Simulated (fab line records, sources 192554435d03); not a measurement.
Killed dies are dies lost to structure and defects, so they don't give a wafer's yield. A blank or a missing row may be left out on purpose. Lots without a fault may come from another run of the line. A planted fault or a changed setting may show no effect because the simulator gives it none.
Split-lot experiment | flow n5_finfet | 7 lots, 21 wafers read, on a route of 1938 steps

THE SPLIT
At N5_WELL_APT_EXPOSE_05 (exposes mask NWELL, defocus 0 nm, target cd 200 nm), the setting dose_mj was moved away from the recipe's 20.3 on 6 of the 21 wafers read, by -6.3% to +6.5%. The other wafers ran this setting at the recipe's value.

FROM THE SPLIT TO THE READING: what the file shows between them, 3 steps
- N5_WELL_APT_PEB_06: peb time 90 s (also split here: peb_time_s)
- N5_WELL_APT_DEVELOP_07: develop time 45 s
- N5_WELL_APT_HARDBAKE_12: time 120 s

THE READING
cd_nm, in nm, at N5_WELL_APT_CD_MEAS_08 (target cd 200 nm). Fault-free wafers of this fab line usually give 200.0 nm, standard deviation 1.4 nm.

wafer  | tool, chamber at the split | dose_mj as run | against the recipe | cd_nm, nm | against lot-mates on the recipe
L079.1 | krf_scanner-02, 0          | 20.3           | recipe             | 199.9     | -
L079.2 | krf_scanner-02, 0          | 19.03          | -6.3%              | 191.3     | -9.6
L079.6 | krf_scanner-02, 0          | 20.3           | recipe             | 201.8     | -
L080.2 | krf_scanner-01, 0          | 20.3           | recipe             | 192.7     | -
L080.3 | krf_scanner-01, 0          | 20.3           | recipe             | 196.5     | -
L080.5 | krf_scanner-01, 0          | 20.3           | recipe             | 193.0     | -
L082.2 | krf_scanner-02, 0          | 19.92          | -1.9%              | 198.0     | -3.4
L082.3 | krf_scanner-02, 0          | 19.92          | -1.9%              | 197.5     | -3.9
L082.5 | krf_scanner-02, 0          | 20.3           | recipe             | 201.4     | -
L085.1 | krf_scanner-02, 0          | 20.3           | recipe             | 197.6     | -
L085.2 | krf_scanner-02, 0          | 20.3           | recipe             | 203.2     | -
L085.5 | krf_scanner-02, 0          | 21.61          | +6.5%              | 213.6     | +13.2
L093.2 | krf_scanner-02, 0          | 19.48          | -4.0%              | 193.2     | -7.5
L093.4 | krf_scanner-02, 0          | 19.48          | -4.0%              | 194.3     | -6.4
L093.5 | krf_scanner-02, 0          | 20.3           | recipe             | 200.7     | -
L094.1 | krf_scanner-01, 0          | 20.3           | recipe             | 199.1     | -
L094.3 | krf_scanner-01, 0          | 20.3           | recipe             | 201.0     | -
L094.5 | krf_scanner-01, 0          | 20.3           | recipe             | 198.5     | -
L097.2 | krf_scanner-02, 0          | 20.3           | recipe             | 200.3     | -
L097.3 | krf_scanner-02, 0          | 20.3           | recipe             | 193.9     | -
L097.6 | krf_scanner-02, 0          | 20.3           | recipe             | 199.7     | -

THE FIT
A straight line over all 21 wafers: cd_nm changes by +1.6 nm for each +1% of dose_mj; r = +0.79; the points scatter about the line by 3.1 nm.
The same after taking each lot's own level away (the mean of its wafers on the recipe; 21 wafers): +1.8 nm for each +1%; r = +0.93; scatter 1.8 nm.
On that fit, the largest move of dose_mj shifts the reading by 12 nm.
The lots' own levels span 194.07 to 201.40 nm, that is 5.2 times the standard deviation above.
So the lot-to-lot level blurs the effect unless lot-mates are compared.
Check: with one of the wafers moved furthest among these (+6.5%) left out of the fit, the line predicts +10.5 nm for it against its lot-mates. It came out at +13.2 nm against them.

OTHER SPLITS ON THESE WAFERS
These wafers also went through other splits before the reading. Each is held against what the fit with the lots' levels taken away leaves over:
other split on the same wafers          | wafers away from the commonest value | r with cd_nm (lot level and that fit taken away)
N5_ZERO_LAYER_EXPOSE_08 dose_mj         | 7                                    | -0.09
N5_ZERO_LAYER_DEVELOP_10 develop_time_s | 3                                    | +0.12
N5_WELL_APT_PEB_06 peb_time_s           | 5                                    | +0.67

THE WHOLE CHAIN: every reading that the file lists as answering this split, in the file's order
step                   | what it does             | reading                                                         | change (the file's fit)              | r (the file's)
N5_WELL_APT_CD_MEAS_08 | target cd 200 nm         | cd_nm                                                           | +1.79 nm for each +1% of the setting | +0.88
N5_WELL_APT_DESCUM_13  | chemistry O2, time 7.9 s | WELL_APT.cd_nm (the simulator's own value, which no gauge read) | +1.78 nm for each +1% of the setting | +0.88

THE FILE'S OWN FIT
cd_nm changes by +1.79 nm for each +1% of dose_mj, r = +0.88.
